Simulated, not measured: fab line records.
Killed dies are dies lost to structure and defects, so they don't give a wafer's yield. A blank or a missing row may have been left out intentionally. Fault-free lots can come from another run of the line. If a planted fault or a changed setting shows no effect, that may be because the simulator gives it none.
fab line records | flow nand_harc
record: lots: 13 | wafers: 39 | last_day: 32
route steps=1302 shown A_STAIRCASE@772 A_BONDPAD@1226 HYBRID_BOND@1242 THIN_TSV@1269 END@1302
lots that met no fault: taken from a fault-free run of the same line
start_h: hours from the record's opening day to when the first of the lot's shown wafers began | wait_h: time in hours since the lot's previous step | " same as the row above | L1.1+2: several wafers, shown together as one row | - no value, or no start was given | * or withheld: withheld | < > ~ a bound
route shown NAME@n: NAME is a module with steps in the file, n the number in the route of the first one | usual: mean and standard deviation over wafers with no fault | same: alike in all rows | chamber/n: place in a boat | sites: each site's reading | _std_site: the values' standard deviation | _edge_site: mean of outer sites minus mean of inner sites | radius_mm: for every site, how far away it sits from the centre of the wafer | mask NAME#n: copy n | behind: the tool/chamber that last shaped the wafer | hold: what put the lot on hold/how long, in hours/how the hold closed | device: the transistor (n, p or np) that didn't switch | end of line: the tests these same wafers got at the end of their route | a step given without rows: its recipe and nothing more | killed: dies lost to structure and defects at the first sort, not the wafer's yield | map: per-die view of a wafer (x killed, . not killed, _ where there is no die)
set.NAME: the setting as run; set.NAME@STEP: as run at that earlier step | model.NAME: the simulator's own value behind a step, which no gauge read
route steps across a sampled set of lots; one table per step, one row per wafer
services: when a tool's chamber went out of use (start_h, in hours from the record's first day, below 0 if earlier), for how many hours, and the reason
== steps ==
step: NHARC_A_STAIRCASE_HM_DEP_456
recipe: target_thk_a: 31000 | temp_c: 400 | material: aC
usual: throttle_valve_pct: 34.999/0.0089
lot.wafer | tool       | chamber | start_h | wait_h | throttle_valve_pct
L571.1    | acl_dep-03 | 0       | 374.22  | -      | 35.002
L571.5    | "          | 0       | 375.43  | -      | 35.004
L571.6    | "          | 0       | "       | "      | 34.992
L572.1    | acl_dep-03 | 0       | 377.95  | -      | 35.001
L572.2    | "          | 0       | "       | "      | 35.001
L572.5    | "          | 0       | "       | "      | 35.000
L573.1    | acl_dep-02 | 0       | 395.69  | -      | 34.996
L573.4    | "          | 0       | "       | "      | 34.991
L573.6    | "          | 0       | "       | "      | 35.007
L574.1    | acl_dep-02 | 0       | 400.09  | -      | 34.997
L574.3    | "          | 0       | "       | "      | 35.012
L574.6    | "          | 0       | "       | "      | 35.002
L575.1    | acl_dep-03 | 0       | 400.89  | -      | 35.010
L575.3    | "          | 0       | "       | "      | 34.990
L575.5    | "          | 0       | "       | "      | 34.996
L576.2    | acl_dep-01 | 0       | 420.13  | -      | 35.013
L576.3    | "          | 0       | "       | "      | 34.993
L576.6    | "          | 0       | "       | "      | 35.005
L577.1    | acl_dep-01 | 0       | 421.65  | -      | 34.997
L577.3    | "          | 0       | "       | "      | 34.999
L577.5    | "          | 0       | "       | "      | 34.978
L579.1    | acl_dep-03 | 0       | 448.45  | -      | 35.006
L579.2    | "          | 0       | "       | "      | 35.008
L579.4    | "          | 0       | "       | "      | 35.010
L578.2    | acl_dep-02 | 0       | 452.02  | -      | 35.001
L578.4    | "          | 0       | "       | "      | 35.008
L578.5    | "          | 0       | "       | "      | 35.005
L580.2    | acl_dep-01 | 0       | 469.45  | -      | 34.970
L580.5    | "          | 0       | "       | "      | 35.006
L580.6    | "          | 0       | "       | "      | 34.992
L582.2    | acl_dep-03 | 0       | 493.09  | -      | 35.010
L582.5    | "          | 0       | "       | "      | 35.000
L582.6    | "          | 0       | "       | "      | 35.000
L583.1    | acl_dep-01 | 0       | 494.56  | -      | 34.984
L583.5    | "          | 0       | 495.78  | -      | 34.986
L583.6    | "          | 0       | "       | "      | 35.012
L589.2    | acl_dep-03 | 0       | 564.58  | -      | 35.011
L589.5    | "          | 0       | "       | "      | 34.999
L589.6    | "          | 0       | "       | "      | 35.007
step: NHARC_A_BONDPAD_PRE_CLEAN_26
recipe: time_s: 30 | temp_c: 280 | gas: H2/He
usual: heater_power_w: 407/42
lot.wafer | tool           | chamber | start_h | wait_h | heater_power_w
L572.2    | pvd_sputter-01 | -       | 541.56  | 0.1    | 440
L572.1    | "              | -       | "       | "      | 458
L572.5    | "              | -       | "       | "      | 429
L571.1    | pvd_sputter-01 | -       | -       | -      | 391
L571.5    | "              | -       | "       | "      | 409
L571.6    | "              | -       | "       | "      | 448
L574.3    | pvd_sputter-01 | -       | -       | -      | 497
L574.1    | "              | -       | "       | "      | 392
L574.6    | "              | -       | "       | "      | 500
L573.1    | pvd_sputter-02 | -       | -       | -      | 340
L573.4    | "              | -       | "       | "      | 389
L573.6    | "              | -       | "       | "      | 401
L575.1    | pvd_sputter-02 | -       | -       | -      | 415
L575.3    | "              | -       | "       | "      | 343
L575.5    | "              | -       | "       | "      | 409
L577.1    | pvd_sputter-01 | -       | -       | -      | 430
L577.3    | "              | -       | "       | "      | 456
L577.5    | "              | -       | "       | "      | 437
L576.2    | pvd_sputter-02 | -       | -       | -      | 342
L576.3    | "              | -       | "       | "      | 393
L576.6    | "              | -       | "       | "      | 412
L579.2    | pvd_sputter-02 | -       | -       | -      | 413
L579.1    | "              | -       | "       | "      | 380
L579.4    | "              | -       | "       | "      | 384
L578.4    | pvd_sputter-01 | -       | -       | -      | 401
L578.2    | "              | -       | "       | "      | 465
L578.5    | "              | -       | "       | "      | 384
L580.2    | pvd_sputter-03 | -       | -       | -      | 397
L580.6    | "              | -       | "       | "      | 385
L580.5    | "              | -       | "       | "      | 392
L582.2    | pvd_sputter-02 | -       | -       | -      | 355
L582.5    | "              | -       | "       | "      | 379
L582.6    | "              | -       | "       | "      | 407
L583.1    | pvd_sputter-01 | -       | -       | -      | 456
L583.5    | "              | -       | "       | "      | 431
L583.6    | "              | -       | "       | "      | 459
L589.2    | pvd_sputter-01 | -       | -       | -      | 434
L589.6    | "              | -       | "       | "      | 402
L589.5    | "              | -       | "       | "      | 433
step: NHARC_HYBRID_BOND_OVL_MEAS_05
usual: overlay_x_nm: -2/32 | overlay_y_nm: 0/33
lot.wafer | tool       | chamber | start_h | wait_h | overlay_x_nm | overlay_y_nm
L571.1    | overlay-02 | -       | 552.81  | 0.4    | -34          | -45
L571.5    | "          | -       | "       | "      | 26           | 57
L571.6    | "          | -       | "       | "      | 1            | 28
L572.1    | overlay-01 | -       | 552.81  | 0.4    | 30           | -72
L572.2    | "          | -       | "       | "      | 1            | 80
L572.5    | "          | -       | "       | "      | -8           | 9
L574.1    | overlay-01 | -       | 567.21  | 0.4    | 21           | -54
L574.3    | "          | -       | "       | "      | -14          | -6
L574.6    | "          | -       | "       | "      | 18           | 11
L573.1    | overlay-02 | -       | 575.02  | 0.4    | -53          | -3
L573.4    | "          | -       | "       | "      | -20          | -13
L573.6    | "          | -       | "       | "      | 50           | -69
L575.1    | overlay-01 | -       | 575.02  | 0.4    | -9           | 29
L575.3    | "          | -       | "       | "      | -33          | -11
L575.5    | "          | -       | "       | "      | 24           | 43
L577.1    | overlay-02 | -       | 588.05  | 0.4    | 16           | 35
L577.3    | "          | -       | "       | "      | -59          | 31
L577.5    | "          | -       | "       | "      | -22          | 28
L576.2    | overlay-02 | -       | 592.40  | 0.4    | -29          | -37
L576.3    | "          | -       | "       | "      | -8           | 0
L576.6    | "          | -       | "       | "      | -11          | -99
L579.1    | overlay-01 | -       | 618.69  | 0.4    | 7            | 13
L579.2    | "          | -       | "       | "      | 73           | 60
L579.4    | "          | -       | "       | "      | 27           | 44
L578.2    | overlay-01 | -       | 627.66  | 0.4    | 33           | 59
L578.4    | "          | -       | "       | "      | 37           | 56
L578.5    | "          | -       | "       | "      | 18           | -4
L580.2    | overlay-01 | -       | 640.19  | 0.4    | 13           | -38
L580.5    | "          | -       | "       | "      | -79          | -37
L580.6    | "          | -       | "       | "      | 15           | -2
L583.1    | overlay-01 | -       | 670.38  | 0.4    | -11          | -3
L583.5    | "          | -       | "       | "      | -22          | -13
L583.6    | "          | -       | "       | "      | -48          | -21
L582.2    | overlay-02 | -       | 670.38  | 0.4    | -6           | -6
L582.5    | "          | -       | "       | "      | -32          | 49
L582.6    | "          | -       | "       | "      | 14           | 30
L589.2    | overlay-02 | -       | 738.37  | 0.4    | -10          | 3
L589.5    | "          | -       | "       | "      | -12          | -40
L589.6    | "          | -       | "       | "      | -58          | -17
step: NHARC_THIN_TSV_STRIP_62
recipe: power_w: 1500 | temp_c: 250 | time_s: 20 | chemistry: N2/H2
usual: drypump_motor_current_A: 5.87/0.12 | heater_power_w: 298/37
lot.wafer | tool            | chamber | start_h | wait_h | drypump_motor_current_A | heater_power_w | rf_hours_counter_h
L571.1    | plasma_asher-01 | 0       | 558.20  | -      | 5.91                    | 252            | 6
L571.5    | "               | 1       | "       | "      | 5.70                    | 328            | -
L571.6    | "               | 0       | "       | "      | 5.92                    | 248            | -
L572.2    | plasma_asher-01 | 1       | 559.40  | -      | 5.68                    | 320            | 6
L572.1    | "               | 0       | "       | "      | 5.91                    | 250            | 6
L572.5    | "               | 1       | "       | "      | 5.69                    | 339            | -
L574.1    | plasma_asher-02 | 1       | 572.41  | -      | 6.01                    | 346            | 31
L574.3    | "               | 0       | "       | "      | 5.87                    | 266            | -
L574.6    | "               | 1       | "       | "      | 6.02                    | 335            | -
L573.1    | plasma_asher-02 | 1       | 580.39  | -      | 6.01                    | 336            | 33
L573.4    | "               | 0       | "       | "      | 5.85                    | 274            | -
L573.6    | "               | 1       | "       | "      | 6.01                    | 339            | -
L575.1    | plasma_asher-02 | 1       | 581.53  | -      | 6.02                    | 339            | 33
L575.3    | "               | 1       | "       | "      | 6.00                    | 342            | -
L575.5    | "               | 0       | "       | "      | 5.87                    | 274            | -
L577.1    | plasma_asher-01 | 0       | 593.39  | -      | 5.92                    | 251            | 13
L577.3    | "               | 0       | "       | "      | 5.92                    | 254            | -
L577.5    | "               | 1       | "       | "      | 5.67                    | 324            | -
L576.2    | plasma_asher-01 | 0       | 597.86  | -      | 5.91                    | 255            | 15
L576.3    | "               | 1       | "       | "      | 5.71                    | 330            | -
L576.6    | "               | 0       | "       | "      | 5.93                    | 254            | -
L579.2    | plasma_asher-02 | 1       | 624.06  | -      | 6.01                    | 342            | 2
L579.1    | "               | 0       | "       | "      | 5.88                    | 293            | 2
L579.4    | "               | 0       | "       | "      | 5.87                    | 287            | -
L578.2    | plasma_asher-02 | 0       | 633.05  | -      | 5.88                    | 282            | 5
L578.4    | "               | 1       | "       | "      | 6.02                    | 342            | -
L578.5    | "               | 0       | "       | "      | 5.86                    | 280            | -
L580.2    | plasma_asher-01 | 0       | 646.15  | -      | 5.93                    | 257            | 24
L580.5    | "               | 1       | "       | "      | 5.72                    | 335            | -
L580.6    | "               | 0       | "       | "      | 5.92                    | 250            | -
L582.2    | plasma_asher-01 | 1       | 675.75  | -      | 5.69                    | 320            | 30
L582.5    | "               | 0       | "       | "      | 5.92                    | 257            | -
L582.6    | "               | 1       | "       | "      | 5.69                    | 326            | -
L583.1    | plasma_asher-01 | 0       | 676.98  | -      | 5.94                    | 256            | 31
L583.6    | "               | 1       | "       | "      | 5.71                    | 318            | -
L583.5    | "               | 0       | "       | "      | 5.90                    | 251            | -
L589.2    | plasma_asher-01 | 1       | 750.33  | -      | 5.72                    | 315            | 10
L589.5    | "               | 1       | "       | "      | 5.73                    | 318            | -
L589.6    | "               | 0       | "       | "      | 5.92                    | 245            | -
step: NHARC_END_SORT_01
recipe: temp_c: 25
usual: killed_at_array: 52/18 | killed_at_other: 0.6/0.83 | killed_at_periphery: 4.3/2.8 | killed_dies: 57/19 | killed_open: 3.4/2 | killed_short: 2.5/1.7
same: gross_dies: 677
lot.wafer | tool      | chamber | start_h | wait_h | killed_at_array | killed_at_other | killed_at_periphery | killed_dies | killed_open | killed_short
L589.2    | prober-01 | 0       | 773.86  | 2.8    | 100             | 1               | 4                   | 105         | 1           | 4
L589.5    | prober-01 | 0       | 776.25  | 3.7    | 107             | 2               | 4                   | 113         | 6           | 0
L589.6    | prober-01 | 0       | 777.05  | 4.0    | 108             | 0               | 1                   | 109         | 3           | 2
killed by level:class
L589.2 A_STAIRCASE:unspecified=52 A_CHANNEL_HOLE_D2:chamber_film_flake=10 A_CONTACT:chamber_film_flake=9 A_SLIT:chamber_film_flake=7 A_STAIRCASE:chamber_film_flake=6 A_SGD_CUT:chamber_film_flake=5 A_CHANNEL_HOLE_D1:chamber_film_flake=4 A_SOURCE_PLATE:geometric_particle:short=2
L589.5 A_STAIRCASE:unspecified=48 A_CONTACT:chamber_film_flake=18 A_CHANNEL_HOLE_D2:chamber_film_flake=12 A_CHANNEL_HOLE_D1:chamber_film_flake=9 A_STAIRCASE:chamber_film_flake=6 A_SLIT:chamber_film_flake=3 P_ZERO_WELL:chamber_film_flake=2 A_BLC:chamber_film_flake=2
L589.6 A_STAIRCASE:unspecified=56 A_CHANNEL_HOLE_D2:chamber_film_flake=13 A_SLIT:chamber_film_flake=9 A_CONTACT:chamber_film_flake=8 A_CHANNEL_HOLE_D1:chamber_film_flake=6 A_STAIRCASE:chamber_film_flake=4 A_M1:chamber_film_flake=3 A_SGD_CUT:chamber_film_flake=2
== services ==
tool            | chamber | start_h | hours | kind
pvd_sputter-01  | -       | 356.69  | 1.9   | repair
pvd_sputter-01  | -       | 404.00  | 10.0  | pm
plasma_asher-01 | -       | 404.94  | 2.1   | repair
plasma_asher-01 | -       | 414.94  | 0.9   | repair
plasma_asher-02 | -       | 426.00  | 9.0   | pm
pvd_sputter-02  | -       | 452.54  | 1.7   | repair
pvd_sputter-02  | -       | 460.00  | 10.0  | pm
acl_dep-03      | -       | 479.78  | 13.0  | pm
pvd_sputter-02  | -       | 494.27  | 3.0   | repair
plasma_asher-01 | -       | 519.26  | 9.0   | pm
pvd_sputter-02  | -       | 524.96  | 4.8   | repair
pvd_sputter-01  | -       | 531.38  | 3.2   | repair
plasma_asher-02 | -       | 540.91  | 1.5   | repair
pvd_sputter-02  | -       | 569.64  | 9.8   | repair
pvd_sputter-01  | -       | 582.00  | 10.0  | pm
plasma_asher-01 | -       | 623.38  | 3.7   | repair
pvd_sputter-01  | -       | 649.41  | 1.6   | repair
plasma_asher-01 | -       | 650.55  | 1.5   | repair
acl_dep-03      | -       | 660.98  | 13.0  | pm
pvd_sputter-01  | -       | 673.64  | 2.6   | repair
plasma_asher-01 | -       | 692.71  | 3.8   | repair
plasma_asher-01 | -       | 696.53  | 9.0   | pm
pvd_sputter-01  | -       | 736.19  | 0.5   | repair
plasma_asher-01 | -       | 740.92  | 4.0   | repair
== key ==
first_sign: step: NHARC_END_SORT_01 | reading: killed_at_array | direction: up | sigmas: 2.9 | usual: 52 | struck: 105
effect: step: NHARC_END_SORT_01 | reading: killed_dies | direction: up | sigmas: 2.8 | usual: 57 | struck: 109
more_kills_born_at: NHARC_A_STAIRCASE_HM_DEP_456@acl_dep-03: 156
met_at NHARC_A_STAIRCASE_HM_DEP_456
struck_lots L589
tester_left_out L589
not_acting_at NHARC_A_BONDPAD_PRE_CLEAN_26,NHARC_HYBRID_BOND_OVL_MEAS_05,NHARC_THIN_TSV_STRIP_62
onset_between 493.09 564.58
also_fits time
fault: kind: chamber_particle_source | tool: acl_dep-03 | chamber: - | onset_h: 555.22 | steps: NHARC_A_STAIRCASE_HM_DEP_456 | rate_per_visit_cm2: 0.84168 | end_h: 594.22
tester_left_out: of these lots the tester's yield and bins aren't shown, on N5 and GAA mostly nor the transistor test; their killed dies are dies lost to structure and defects alone, not to doping, threshold or leakage, so they don't give the yield
